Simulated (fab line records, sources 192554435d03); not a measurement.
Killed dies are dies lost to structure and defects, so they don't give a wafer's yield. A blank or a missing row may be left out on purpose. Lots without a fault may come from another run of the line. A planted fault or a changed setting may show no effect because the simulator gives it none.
Which tool did it? | flow n5_finfet | 12 lots, 33 wafers sampled, at 5 steps of a route of 1938

WHAT THE GAUGES READ, wafer by wafer
The record holds no reading of a measuring or inspecting step that can be judged against a usual standard deviation.

WHICH TOOL RAN EACH LOT (tool, then ch and the chambers of the sampled wafers, then the start)
lot  | N5_BEOL_M5_SURFACE_TREAT_87  | N5_BEOL_M5_SPUTTER_90        | N5_BEOL_M5_CO_CAP_78            | N5_BEOL_M6_CURE_74            | N5_PASSIVATION_PROBE_49
L160 | pvd_sputter-01, day 7 19:40  | pvd_sputter-01, day 8 00:14  | cvd_co-01 ch 0,1, day 8 01:06   | uv_cure-03 ch 2, day 8 01:29  | -
L161 | pvd_sputter-02, day 7 23:41  | pvd_sputter-02, day 8 04:22  | cvd_co-01 ch 0,1,2, day 8 05:14 | uv_cure-03 ch 0, day 8 05:43  | -
L164 | pvd_sputter-03, day 8 22:49  | pvd_sputter-03, day 9 03:28  | cvd_co-02 ch 0,1,2, day 9 04:37 | uv_cure-02 ch 1, day 9 04:56  | -
L165 | pvd_sputter-01, day 9 03:23  | pvd_sputter-03, day 9 08:04  | cvd_co-02 ch 0,1,2, day 9 08:56 | uv_cure-01 ch 0, day 9 09:25  | -
L166 | pvd_sputter-01, day 9 08:49  | pvd_sputter-01, day 9 13:38  | cvd_co-02 ch 0,1,2, day 9 15:16 | uv_cure-02 ch 0, day 9 15:35  | -
L167 | pvd_sputter-02, day 9 17:08  | pvd_sputter-02, day 9 21:42  | cvd_co-01 ch 0,1, day 9 22:37   | uv_cure-03 ch 1, day 10 00:36 | -
L170 | pvd_sputter-01, day 10 03:04 | pvd_sputter-03, day 10 07:47 | cvd_co-02 ch 0,1, day 10 09:10  | uv_cure-03 ch 0, day 10 09:42 | -
L172 | pvd_sputter-02, day 10 22:22 | pvd_sputter-02, day 11 03:01 | cvd_co-02 ch 1,2, day 11 04:11  | uv_cure-03 ch 1, day 11 04:30 | prober-01, day 14 15:27
L176 | pvd_sputter-01, day 11 12:47 | pvd_sputter-01, day 11 17:22 | cvd_co-01 ch 0,1, day 11 18:14  | uv_cure-03 ch 1, day 11 18:33 | -
L175 | pvd_sputter-02, day 11 23:04 | pvd_sputter-02, day 12 03:44 | cvd_co-01 ch 0,1, day 12 05:25  | uv_cure-02 ch 1, day 12 05:44 | -
L182 | pvd_sputter-03, day 13 13:02 | pvd_sputter-01, day 13 17:42 | cvd_co-02 ch 0,1, day 13 18:35  | uv_cure-01 ch 1, day 13 18:59 | -
L183 | pvd_sputter-03, day 14 03:14 | pvd_sputter-02, day 14 07:47 | cvd_co-01 ch 0,2, day 14 08:42  | uv_cure-01 ch 2, day 14 09:07 | -
- N5_BEOL_M5_SURFACE_TREAT_87
- N5_BEOL_M5_SPUTTER_90: material Cu, target thk 4.5 nm, time 8.29 s.
- N5_BEOL_M5_CO_CAP_78: material Co, precursor CCTBA/H2, target thk 2 nm, time 102.1 s.
- N5_BEOL_M6_CURE_74: cures SiCOH lowk, time 240 s.
- N5_PASSIVATION_PROBE_49

WHAT THE TOOLS THEMSELVES READ (means of the sampled wafers that have a number; where no wafer has one, the mark that the record gives instead)
N5_BEOL_M5_SPUTTER_90. Usual: chuck_sensor_temp_C -15.8 C, standard deviation 0.45; throttle_valve_pct 29.5 %, standard deviation 1.1.
lot  | tool           | chuck_sensor_temp_C (C) | throttle_valve_pct (%) | flag
L160 | pvd_sputter-01 | -16.1                   | 29.1                   |
L161 | pvd_sputter-02 | -15.8                   | 28.7                   |
L164 | pvd_sputter-03 | -15.6                   | 30.2                   |
L165 | pvd_sputter-03 | -15.4                   | 30.3                   |
L166 | pvd_sputter-01 | -16.3                   | 28.7                   |
L167 | pvd_sputter-02 | -16.2                   | 29.9                   |
L170 | pvd_sputter-03 | -15.6                   | 29.2                   |
L172 | pvd_sputter-02 | -15.9                   | 29.4                   |
L176 | pvd_sputter-01 | -16.3                   | 29.1                   |
L175 | pvd_sputter-02 | -15.8                   | 29.3                   |
L182 | pvd_sputter-01 | -16.3                   | 29.0                   |
L183 | pvd_sputter-02 | -15.5                   | 28.7                   |

N5_BEOL_M5_CO_CAP_78. Usual: heater_power_w 223 W, standard deviation 14; run_length_s 125.0 s, standard deviation 0.67.
lot  | tool      | heater_power_w (W) | run_length_s (s) | flag
L160 | cvd_co-01 | 204                | 125.5            |
L161 | cvd_co-01 | 213                | 125.4            |
L164 | cvd_co-02 | 232                | 124.7            |
L165 | cvd_co-02 | 233                | 124.9            |
L166 | cvd_co-02 | 233                | 124.7            |
L167 | cvd_co-01 | 204                | 125.2            |
L170 | cvd_co-02 | 234                | 145.8            | OFF
L172 | cvd_co-02 | 237                | 138.8            | OFF
L176 | cvd_co-01 | 202                | 125.8            |
L175 | cvd_co-01 | 205                | 125.5            |
L182 | cvd_co-02 | 234                | 124.3            |
L183 | cvd_co-01 | 222                | 124.9            |

N5_BEOL_M6_CURE_74. Usual: lamp_power_pct 52.31 %, standard deviation 0.049; wafer_temp_C_max 386.8, standard deviation 0.95.
lot  | tool       | lamp_power_pct (%) | wafer_temp_C_max | flag
L160 | uv_cure-03 | 52.28              | 388.5            |
L161 | uv_cure-03 | 52.34              | 387.1            |
L164 | uv_cure-02 | 52.31              | 386.4            |
L165 | uv_cure-01 | 52.33              | 385.8            |
L166 | uv_cure-02 | 52.28              | 386.3            |
L167 | uv_cure-03 | 52.30              | 387.4            |
L170 | uv_cure-03 | 52.34              | 386.8            |
L172 | uv_cure-03 | 52.30              | 387.5            |
L176 | uv_cure-03 | 52.36              | 387.3            |
L175 | uv_cure-02 | 52.37              | 385.9            |
L182 | uv_cure-01 | 52.36              | 385.8            |
L183 | uv_cure-01 | 52.28              | 387.9            |

N5_PASSIVATION_PROBE_49. Usual: defect_limited_yield 91.5 %, standard deviation 1.5; killed_at_M0_to_M3 32, standard deviation 9.4; killed_at_M4_up 12, standard deviation 5.1; killed_at_contacts 11, standard deviation 7.4; killed_at_front_end 41, standard deviation 11; killed_at_other 3.4, standard deviation 2.5; killed_dies 100, standard deviation 17; killed_open 65, standard deviation 14; killed_short 33, standard deviation 7; sort_bin_4_leakage 0.00 %, standard deviation 0.01; sort_bin_5_function 4.9 %, standard deviation 0.96; sort_bin_6_memory 3.1 %, standard deviation 0.7; sort_bin_8_speed 0.00 %, standard deviation 0.01; sort_n_pass 1080, standard deviation 17; sort_yield_pct 91.5 %, standard deviation 1.5.
lot  | tool      | defect_limited_yield (%) | killed_at_M0_to_M3 | killed_at_M4_up | killed_at_contacts | killed_at_front_end | killed_at_other | killed_dies | killed_open | killed_short | sort_bin_4_leakage (%) | sort_bin_5_function (%) | sort_bin_6_memory (%) | sort_bin_8_speed (%) | sort_n_pass | sort_yield_pct (%) | flag
L172 | prober-01 | 91.8                     | 26                 | 12              | 10                 | 45                  | 4.0             | 97          | 62          | 34           | 0.00                   | 5.0                     | 2.7                   | 0.00                 | 1083        | 91.8               |

THE ANSWER, worked out from the rows above alone
Rule: a lot is off if the mean of its wafers that have a number lies more than 3 standard deviations from the usual mean. A lot without any number at a reading at which 4 lots or more have one is off too. The other lots that the step has rows for count as sound. The gauges are gone through in route order, then the tools' own readings, and for those a lot's mean is taken as printed above. The first step at which some lot is off is used, and at that step the reading that is off furthest; a lot without a number counts as furthest.
Off: L170, L172, at N5_BEOL_M5_CO_CAP_78 (run_length_s).
A tool fits if, at that step or a process step before it, it ran every lot that is off, and no sound lot after the first of them. None of those tried fits.

WHAT THE SIMULATOR HAD PUT IN
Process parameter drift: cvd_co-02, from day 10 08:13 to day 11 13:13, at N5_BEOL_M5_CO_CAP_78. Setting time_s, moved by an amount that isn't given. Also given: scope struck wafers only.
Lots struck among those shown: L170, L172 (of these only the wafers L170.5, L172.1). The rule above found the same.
